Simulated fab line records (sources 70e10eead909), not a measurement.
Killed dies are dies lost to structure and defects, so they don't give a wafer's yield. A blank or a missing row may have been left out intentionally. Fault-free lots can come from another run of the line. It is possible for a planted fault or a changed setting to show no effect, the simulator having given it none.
Which tool did it? + flow nand-harc + 12 lots (36 wafers sampled), 1 step of a 1302-step route

== WHAT EACH GAUGE READ, for each wafer ==
NHARC_P_BONDPAD_THK_MEAS_20: measures by xrf.
| lot  | measured     | on            | thk-nm (nm)       |
|------|--------------|---------------|-------------------|
| L075 | day 7 03:04  | film-metro-02 | 161.2 160.7 161.7 |
| L077 | day 7 19:07  | film-metro-02 | 163.5 162.3 160.9 |
| L081 | day 10 21:46 | film-metro-02 | 161.0 160.8 157.4 |
| L083 | day 11 03:22 | film-metro-01 | 159.1 160.4 160.7 |
| L080 | day 11 06:25 | film-metro-01 | 159.8 160.1 159.7 |
| L085 | day 11 12:50 | film-metro-01 | 159.8 160.2 160.7 |
| L087 | day 12 14:05 | film-metro-02 | 160.9 162.6 160.1 |
| L089 | day 12 18:44 | film-metro-02 | 159.5 161.5 159.7 |
| L091 | day 13 14:10 | film-metro-02 | 159.3 159.5 161.1 |
| L093 | day 14 10:31 | film-metro-01 | 159.7 158.8 161.0 |
| L095 | day 15 18:13 | film-metro-02 | 163.3 160.6 160.0 |
| L097 | day 16 04:55 | film-metro-02 | 158.8 161.9 162.2 |

== EACH LOT AND THE TOOL THAT RAN IT (in order: tool; ch and the chambers of the sampled wafers; start) ==
Before these readings, the record contains no process step.

== THE ANSWER, worked out from the rows above alone ==
Rule: the lots themselves supply what counts as usual. The widest of any qualifying gaps counts: lots, ordered by their means at a reading, are off when they make up no more than a third of the lots, leave a main group of 4 or more, and stand apart from it by 3 or more times the standard deviation of that group's means. Not used: any main group whose means are identical at the precision the tables above print for the reading. Also off: a lot with no number at a reading for which 4 or more lots have one. Any other lot the step has rows for is counted as sound.
None of the lots is off at any reading shown; this tells nothing.

== WHAT HAD BEEN PUT IN BY THE SIMULATOR ==
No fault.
